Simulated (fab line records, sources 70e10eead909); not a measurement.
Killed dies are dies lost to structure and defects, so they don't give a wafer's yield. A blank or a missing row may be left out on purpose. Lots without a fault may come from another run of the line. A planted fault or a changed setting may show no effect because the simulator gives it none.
Which tool did it? | flow nand_harc | 12 lots, 36 wafers sampled, at 7 steps of a route of 1159

WHAT THE GAUGES READ, wafer by wafer
NHARC_A_BLC_CD_MEAS_10: target cd 100 nm.
lot  | measured     | on        | cd_nm (nm)
L821 | day 17 08:35 | cd_sem-03 | 100.1 99.0 99.5
L825 | day 17 16:20 | cd_sem-03 | 99.3 99.3 99.7
L822 | day 17 21:11 | cd_sem-02 | 99.7 100.0 99.8
L823 | day 17 21:46 | cd_sem-03 | 100.4 99.6 99.8
L824 | day 18 22:30 | cd_sem-03 | 99.6 100.4 99.5
L831 | day 20 14:00 | cd_sem-02 | 89.7 90.1 89.0
L830 | day 20 15:12 | cd_sem-03 | 92.5 91.0 92.0
L838 | day 21 04:16 | cd_sem-01 | 99.3 99.7 99.9
L835 | day 21 13:39 | cd_sem-01 | 92.1 93.6 93.5
L842 | day 23 01:30 | cd_sem-01 | 100.0 99.5 99.1
L841 | day 23 02:08 | cd_sem-02 | 100.2 100.8 101.2
L843 | day 23 03:40 | cd_sem-02 | 99.7 100.0 99.2

NHARC_A_BLC_CD_MEAS_19.
lot  | measured     | on        | cd_nm (nm)
L821 | day 17 09:56 | cd_sem-02 | 97.1 102.5 99.8
L825 | day 17 17:31 | cd_sem-03 | 103.2 102.9 98.1
L822 | day 17 22:20 | cd_sem-02 | 98.8 97.0 96.7
L823 | day 17 22:55 | cd_sem-03 | 100.6 97.6 96.4
L824 | day 18 23:44 | cd_sem-02 | 103.5 101.1 101.7
L831 | day 20 15:10 | cd_sem-02 | 91.1 90.8 92.6
L830 | day 20 16:21 | cd_sem-01 | 93.8 92.2 93.4
L838 | day 21 05:26 | cd_sem-01 | 101.6 102.6 101.1
L835 | day 21 14:59 | cd_sem-03 | 92.3 93.7 96.2
L842 | day 23 02:44 | cd_sem-01 | 103.3 101.5 101.9
L841 | day 23 03:34 | cd_sem-03 | 101.0 100.4 103.6
L843 | day 23 04:49 | cd_sem-01 | 101.0 102.4 100.6

NHARC_END_SORT_01.
lot  | measured     | on        | killed_at_array | killed_at_other | killed_at_periphery | killed_dies | killed_open | killed_short
L831 | day 22 11:33 | prober-02 | 26 44 34        | 0 0 0           | 3 1 1               | 29 45 35    | 1 4 3       | 2 6 2
L830 | day 22 11:32 | prober-01 | 16 21           | 1 0             | 6 2                 | 23 23       | 3 3         | 0 1
L835 | day 23 16:34 | prober-02 | 26              | 1               | 1                   | 28          | 6           | 3

WHICH TOOL RAN EACH LOT (tool, then ch and the chambers of the sampled wafers, then the start)
lot  | NHARC_A_CONTACT_ETCH_137             | NHARC_A_CONTACT_ETCH_138             | NHARC_A_CONTACT_ALD_18              | NHARC_A_BLC_EXPOSE_07
L821 | har_cap_etch-01 ch 0,1, day 17 01:31 | har_cap_etch-01 ch 0,1, day 17 01:41 | ald_metal-04 ch 0,1,3, day 17 03:43 | arfi_scanner-01 ch 0, day 17 08:26
L825 | har_cap_etch-02 ch 1, day 17 12:11   | har_cap_etch-02 ch 1, day 17 12:19   | ald_metal-02 ch 0,1,3, day 17 14:16 | arfi_scanner-02 ch 0, day 17 16:11
L822 | har_cap_etch-03 ch 0,1, day 17 13:40 | har_cap_etch-03 ch 0,1, day 17 13:47 | ald_metal-02 ch 1,3, day 17 15:26   | arfi_scanner-03 ch 0, day 17 21:04
L823 | har_cap_etch-01 ch 0,1, day 17 17:55 | har_cap_etch-01 ch 0,1, day 17 18:02 | ald_metal-04 ch 0,1,2, day 17 19:43 | arfi_scanner-01 ch 0, day 17 21:37
L824 | har_cap_etch-01 ch 0,1, day 18 17:25 | har_cap_etch-01 ch 0,1, day 18 17:32 | ald_metal-04 ch 1,2, day 18 20:38   | arfi_scanner-03 ch 0, day 18 22:22
L831 | har_cap_etch-02 ch 0,1, day 20 08:43 | har_cap_etch-02 ch 0,1, day 20 08:50 | ald_metal-03 ch 0,1,3, day 20 10:34 | arfi_scanner-01 ch 0, day 20 13:52
L830 | har_cap_etch-01 ch 0,1, day 20 10:50 | har_cap_etch-01 ch 0,1, day 20 10:58 | ald_metal-04 ch 0,1,2, day 20 12:52 | arfi_scanner-01 ch 0, day 20 15:04
L838 | har_cap_etch-02 ch 0,1, day 21 00:27 | har_cap_etch-02 ch 0,1, day 21 00:35 | ald_metal-02 ch 0,1,3, day 21 02:16 | arfi_scanner-02 ch 0, day 21 04:08
L835 | har_cap_etch-02 ch 0,1, day 21 05:38 | har_cap_etch-02 ch 0,1, day 21 05:45 | ald_metal-02 ch 1,3, day 21 07:28   | arfi_scanner-01 ch 0, day 21 13:31
L842 | har_cap_etch-02 ch 0,1, day 22 19:32 | har_cap_etch-02 ch 0,1, day 22 19:39 | ald_metal-03 ch 2,3, day 22 21:28   | arfi_scanner-02 ch 0, day 23 01:22
L841 | har_cap_etch-03 ch 0,1, day 22 19:50 | har_cap_etch-03 ch 0,1, day 22 19:57 | ald_metal-02 ch 2,3, day 22 21:49   | arfi_scanner-02 ch 0, day 23 01:59
L843 | har_cap_etch-01 ch 0,1, day 22 23:04 | har_cap_etch-01 ch 0,1, day 22 23:13 | ald_metal-03 ch 0,1,2, day 23 01:00 | arfi_scanner-03 ch 0, day 23 03:31
- NHARC_A_CONTACT_ETCH_137: etches the open film in C4F8/O2/Ar, time 132 s, target depth 1287 nm.
- NHARC_A_CONTACT_ETCH_138: etches the open film in C4F8/O2/Ar, time 132 s, target depth 1289 nm.
- NHARC_A_CONTACT_ALD_18: deposits TiN, target thk 3 nm, pulse time 1 s, ald cycles 150.
- NHARC_A_BLC_EXPOSE_07: exposes mask A BLC, target cd 100 nm.

WHAT THE TOOLS THEMSELVES READ (means of the sampled wafers that have a number; where no wafer has one, the mark that the record gives instead)
NHARC_A_CONTACT_ALD_18.
lot  | tool         | heater_power_w (W) | precursor_pulse_height_rel
L821 | ald_metal-04 | 1032               | 0.993
L825 | ald_metal-02 | 1224               | 1.008
L822 | ald_metal-02 | 1412               | 1.005
L823 | ald_metal-04 | 1081               | 1.002
L824 | ald_metal-04 | 1077               | 0.995
L831 | ald_metal-03 | 1124               | 0.994
L830 | ald_metal-04 | 1090               | 1.008
L838 | ald_metal-02 | 1213               | 1.004
L835 | ald_metal-02 | 1210               | 0.997
L842 | ald_metal-03 | 1089               | 1.015
L841 | ald_metal-02 | 950                | 0.990
L843 | ald_metal-03 | 1153               | 0.994

NHARC_A_BLC_EXPOSE_07.
lot  | tool            | exposure_dose_mJ_cm2
L821 | arfi_scanner-01 | 67.91
L825 | arfi_scanner-02 | 68.03
L822 | arfi_scanner-03 | 67.88
L823 | arfi_scanner-01 | 67.88
L824 | arfi_scanner-03 | 67.85
L831 | arfi_scanner-01 | 57.95
L830 | arfi_scanner-01 | 59.96
L838 | arfi_scanner-02 | 67.89
L835 | arfi_scanner-01 | 61.57
L842 | arfi_scanner-02 | 68.06
L841 | arfi_scanner-02 | 67.90
L843 | arfi_scanner-03 | 67.95

THE ANSWER, worked out from the rows above alone
Rule: what is usual is taken from the lots themselves. Put in order of their means at a reading, lots are off if they are a third of the lots or fewer, leave a main group of 4 or more, and stand apart from it by a gap of 3 or more times the standard deviation of the main group's means; of several such gaps the widest counts. A main group whose means are all the same, to the digits that the tables above print for the reading, isn't used. A lot without any number at a reading at which 4 lots or more have one is off too. The other lots that the step has rows for count as sound. The gauges are gone through in route order, then the tools' own readings, and for those a lot's mean is taken as printed above. The first step at which some lot is off is used, and at that step the reading that is off furthest; a lot without a number counts as furthest.
Off: L831, L830, L835, at NHARC_A_BLC_CD_MEAS_10 (cd_nm). The main group: mean 99.8 nm, standard deviation 0.37.
A tool fits if, at a process step before that reading, it ran every lot that is off, and no sound lot after the first of them. The gauges at NHARC_A_BLC_CD_MEAS_10 aren't tried: what is off there is off at NHARC_A_BLC_EXPOSE_07 too, on other tools, and a gauge's error can't cause that. One fits: arfi_scanner-01 at NHARC_A_BLC_EXPOSE_07. Its last sound lot is L823 (day 17 21:37), its first lot that is off L831 (day 20 13:52): a fault that began between those two fits.
The tool's own readings at NHARC_A_BLC_EXPOSE_07 bear it out: on the lots that are off they differ by more than 5 times the standard deviation of the sound lots' means. exposure_dose_mJ_cm2 reads 59.83 there against 67.93 on the sound lots.

WHAT THE SIMULATOR HAD PUT IN
Process parameter drift: arfi_scanner-01, from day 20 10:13 on, at NHARC_A_BLC_EXPOSE_07. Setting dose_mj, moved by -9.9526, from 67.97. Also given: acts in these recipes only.
Lots struck among those shown: L831, L830, L835. The rule above found the same.
